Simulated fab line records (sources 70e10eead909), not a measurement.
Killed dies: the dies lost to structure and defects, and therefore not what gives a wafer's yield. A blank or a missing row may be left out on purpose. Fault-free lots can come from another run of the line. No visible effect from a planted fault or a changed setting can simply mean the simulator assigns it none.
Matching of chambers :: flow nandHarc :: 3 sister chambers for NHARC_P_CONTACT_DEP_30 on pecvd-02
The step deposits SiNx, target thk 30 nm. 3 wafers are shown with their chamber, then 7 later ones without.

== EACH WAFER AND ITS CHAMBER ==
wafer: L270.2
chamber: 0
heaterPowerW (W): 635

wafer: L276.1
chamber: 1
heaterPowerW (W): 719

wafer: L276.3
chamber: 2
heaterPowerW (W): 670

== WAFERS WITHOUT THEIR CHAMBER ==
wafer: L276.6
heaterPowerW (W): 672

wafer: L277.1
heaterPowerW (W): 770

wafer: L277.4
heaterPowerW (W): 754

wafer: L277.5
heaterPowerW (W): 692

wafer: L282.4
heaterPowerW (W): 610

wafer: L282.5
heaterPowerW (W): 676

wafer: L282.6
heaterPowerW (W): 699

== THE CHAMBER EACH PASSED THROUGH ==
wafer: L276.6
from the rows above: can't be placed: 2 or 0 or 1
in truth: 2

wafer: L277.1
from the rows above: can't be placed: 1 or 2
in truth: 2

wafer: L277.4
from the rows above: can't be placed: 1 or 2
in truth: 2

wafer: L277.5
from the rows above: can't be placed: 2 or 1 or 0
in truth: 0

wafer: L282.4
from the rows above: can't be placed: 0 or 2
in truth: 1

wafer: L282.5
from the rows above: can't be placed: 2 or 0 or 1
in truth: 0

wafer: L282.6
from the rows above: can't be placed: 1 or 2 or 0
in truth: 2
0 of 7 placed correctly. Not placeable from these rows: 7 (in 6, the candidates include the true chamber). 0 placed wrongly.
How it was worked out, from the rows above alone: a wafer's distance from a chamber is the root of the sum, over the readings, of the square of ((its reading less the chamber's mean) divided by the reading's scatter). The wafer belongs to the nearest chamber; if the next one is less than 2 further off, it can't be placed. For every chamber, the mean is computed from those of its wafers that are shown. The scatter (one wafer shown for each chamber): square how far every hidden wafer sits from the nearest shown wafer, average those squares and take the square root.
